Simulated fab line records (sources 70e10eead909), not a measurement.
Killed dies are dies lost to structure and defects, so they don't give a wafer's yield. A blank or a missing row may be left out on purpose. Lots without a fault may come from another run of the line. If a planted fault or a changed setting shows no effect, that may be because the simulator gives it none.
Problem report in the 8D (eight disciplines) form, filled by code :: flow nand_harc :: the parts of the form that need people (team, actions taken, sign-off) are left out

1. PROBLEM STATEMENT
raw_defect_count at NHARC_A_CONTACT_INSPECT_23 reads a mean of 2757 on 6 wafers of 2 lots; wafers without a fault read 487 with a standard deviation of 110. Measured from the usual mean, that is +21 standard deviations.
First observed at day 28 16:41: wafer L838.4, on defect_inspect-01. At this step, 42 wafers from 14 lots have a number in the record. Rule for "out", or "out of limits": more than 4 standard deviations from the usual mean. All remaining wafers that have a number are taken as sound.

2. WHAT IT IS; WHAT IT IS NOT
question: which readings at this step
is: raw_defect_count
is not: -

question: which lots
is: L838, L841
is not: L824, L825, L826, L827, L829, L830, L831, L832, L835, L836, L846, L847

question: which wafers of those lots
is: all that have a number
is not: -

question: read on which gauges
is: defect_inspect-01, defect_inspect-02
is not: -

question: when
is: from day 28 16:41
is not: up to then (30 sound wafers); but 6 sound wafers of L846, L847 came after

3. WHAT RULES OUT EACH SUSPECT
Counting: a tool at a process step up to the reading stays a suspect if it ran every lot that is out and no sound lot after the first of them.
- the gauge at NHARC_A_CONTACT_INSPECT_23 has been ruled out. Those wafers that are out were read across 2 gauges (defect_inspect-01, defect_inspect-02).
- rie_diel-12 at NHARC_A_CONTACT_DESCUM_13 (chemistry O2, time 3 s): ruled out as a lasting fault. Following L838 (day 28 10:55), the first lot on it that is out, the sound lots L846, L847 were run on it.
- har_cap_etch-01 at NHARC_A_CONTACT_ETCH_137 (etches the open film in C4F8/O2/Ar, time 311 s, target depth 1912 nm): ruled out as a lasting fault. Following L838 (day 28 12:57), the first lot on it that is out, the sound lots L846, L847 were run on it.
- cmp-01 at NHARC_A_CONTACT_CMP_20 (polishes, t overpolish 30 s, target thk 300 nm): ruled out as a lasting fault. Following L838 (day 28 16:21), the first lot on it that is out, the sound lots L846 were run on it.
Left after counting: nothing in the record.

4. THE CAUSE (what the simulator had put in)
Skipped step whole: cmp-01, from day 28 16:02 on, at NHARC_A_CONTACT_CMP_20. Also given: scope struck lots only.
It was ruled out by counting, in error; the rule expects a fault to strike all lots run on its tool from its start on, and this fault did not.

5. THE EFFECT CHAIN, in route order
One row per reading whose mean, taken over the struck wafers that have a number, lies over 3 standard deviations from the usual. Scope: only readings with a usual standard deviation given in the record; hours: median across lots of the time from each lot's start at the first step in this table that gives one to its start at this step; sigmas: change in usual standard deviations.
hours: 0
step: NHARC_A_CONTACT_INSPECT_23
reading: raw_defect_count
usual: 487
on struck wafers: 2757
change: +2270
sigmas: +21
Readings that are blank on the struck wafers while sound wafers have them: edge_zone_pressure_frac at NHARC_A_CONTACT_CMP_20; motor_current_A at NHARC_A_CONTACT_CMP_20; overpolish_run_s at NHARC_A_CONTACT_CMP_20; retaining_ring_pressure_frac at NHARC_A_CONTACT_CMP_20; time_to_endpoint_s at NHARC_A_CONTACT_CMP_20.

6. WHAT WOULD HAVE CAUGHT IT SOONER
In this record the first reading out of limits at a measuring or inspecting step was taken at day 28 16:41, 1 hour after the fault began at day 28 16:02.
At NHARC_A_CONTACT_CMP_20 the tool's readings are blank on the struck wafers, where sound wafers have them: an empty tool record is the first sign, and it was there at once.
